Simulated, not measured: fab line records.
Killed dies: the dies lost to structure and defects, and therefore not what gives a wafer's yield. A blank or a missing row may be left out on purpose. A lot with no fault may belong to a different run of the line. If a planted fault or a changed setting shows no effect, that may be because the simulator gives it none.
2 desks, one fault || flow n5-finfet || what lay behind the numbers comes last; until then each desk has only its own

== THE METROLOGY DESK ==
What the gauges read, lot by lot, whatever tool the lot ran on: means of the sampled wafers that have a number. If a lot's mean is further than 4 standard deviations from the usual mean, the lot is out of limits and carries the mark OUT (the distance appears in the brackets). Only the readings that lie furthest out on some lot appear, 7 of the 13 it has.
Columns: A = M4_OVL at N5_BEOL_M4_OVL_MEAS_12, usual -0.3 nm; B = V3_OVL at N5_BEOL_M4_OVL_MEAS_29, usual -0.2 nm; C = IOFF_N at N5_BEOL_M4_RC_MEAS_101, usual 0.146 nA/um; D = IOFF_P at N5_BEOL_M4_RC_MEAS_101, usual 0.20 nA/um; E = SS_P at N5_BEOL_M4_RC_MEAS_101, usual 73.1 mV/dec; F = VT_N at N5_BEOL_M4_RC_MEAS_101, usual 250 mV; G = VT_P at N5_BEOL_M4_RC_MEAS_101, usual -251 mV
{"lot": "L893", "first seen here": "day 9 06:02", "A": -0.1, "B": 0.3, "C": 0.157, "D": 0.22, "E": 72.8, "F": 252, "G": -251}
{"lot": "L894", "first seen here": "day 9 06:18", "A": 0.2, "B": -0.4, "C": 0.200, "D": 0.25, "E": 74.3, "F": 244, "G": -246}
{"lot": "L898", "first seen here": "day 9 23:06", "A": 0.3, "B": 0.3, "C": 0.152, "D": 0.23, "E": 74.1, "F": 251, "G": -249}
{"lot": "L896", "first seen here": "day 9 23:26", "A": -0.5, "B": -0.4, "C": 0.148, "D": 0.19, "E": 73.7, "F": 251, "G": -253}
{"lot": "L899", "first seen here": "day 11 11:37", "A": 1.0, "B": -0.2, "C": 0.155, "D": 0.19, "E": 73.1, "F": 251, "G": -253}
{"lot": "L902", "first seen here": "day 11 11:43", "A": 0.6, "B": -0.4, "C": 0.138, "D": 0.21, "E": 72.9, "F": 250, "G": -249}
{"lot": "L906", "first seen here": "day 12 03:47", "A": -0.6, "B": -0.6, "C": 0.126, "D": 0.17, "E": 73.0, "F": 252, "G": -253}
{"lot": "L905", "first seen here": "day 12 06:47", "A": -1.4, "B": -1.1, "C": 0.143, "D": 0.22, "E": 72.9, "F": 247, "G": -247}
{"lot": "L907", "first seen here": "day 12 07:08", "A": 0.4, "B": -1.3, "C": 0.140, "D": 0.21, "E": 72.4, "F": 251, "G": -248}
{"lot": "L908", "first seen here": "day 13 00:12", "A": -0.1, "B": 0.2, "C": 0.138, "D": 0.17, "E": 72.8, "F": 252, "G": -254}
{"lot": "L910", "first seen here": "day 14 00:14", "A": -1.3, "B": -0.7, "C": 0.158, "D": 0.21, "E": 73.4, "F": 247, "G": -250}
This desk's verdict: no lot among the 11 shows anything out of limits.

== FOR THE TOOL OWNER'S DESK: rie-diel-03 ==
The tool's own readings at N5_BEOL_M4_ETCH_64 (etches SOC in N2/H2, target depth 75 nm, overetch 22.5 nm, time 121.9 s): means of the sampled wafers that have a number, for each lot that ran on this tool. If a lot's mean is further than 4 standard deviations from the usual mean, the lot is out of limits and carries the mark OUT (the distance appears in the brackets).
Columns: A = drypump-motor-current-A at N5_BEOL_M4_ETCH_64, usual 5.8 A; B = oes-product-au at N5_BEOL_M4_ETCH_64, usual 0.64 a.u.; C = rf-vpp-V at N5_BEOL_M4_ETCH_64, usual 523.1 V; D = showerhead-plenum-p-Torr at N5_BEOL_M4_ETCH_64, usual 2.52 Torr; E = throttle-valve-pct at N5_BEOL_M4_ETCH_64, usual 17.79 %
{"lot": "L898", "first seen here": "day 9 23:16", "A": 5.5, "B": 0.64, "C": 521.4, "D": 2.47, "E": 17.98}
{"lot": "L896", "first seen here": "day 9 23:36", "A": 5.6, "B": 0.68, "C": 522.8, "D": 2.49, "E": 17.82}
{"lot": "L902", "first seen here": "day 11 12:46", "A": 5.3, "B": 0.55, "C": 520.3, "D": 2.43, "E": 17.94}
{"lot": "L905", "first seen here": "day 12 07:11", "A": 5.6, "B": 0.61, "C": 521.7, "D": 2.48, "E": 17.78}
This desk's verdict: no lot among the 4 shows anything out of limits.

== PUT TOGETHER ==
Metrology desk: nothing out of limits seen.
The tool owner's desk saw nothing out of limits.

== WHAT WAS PUT IN BY THE SIMULATOR ==
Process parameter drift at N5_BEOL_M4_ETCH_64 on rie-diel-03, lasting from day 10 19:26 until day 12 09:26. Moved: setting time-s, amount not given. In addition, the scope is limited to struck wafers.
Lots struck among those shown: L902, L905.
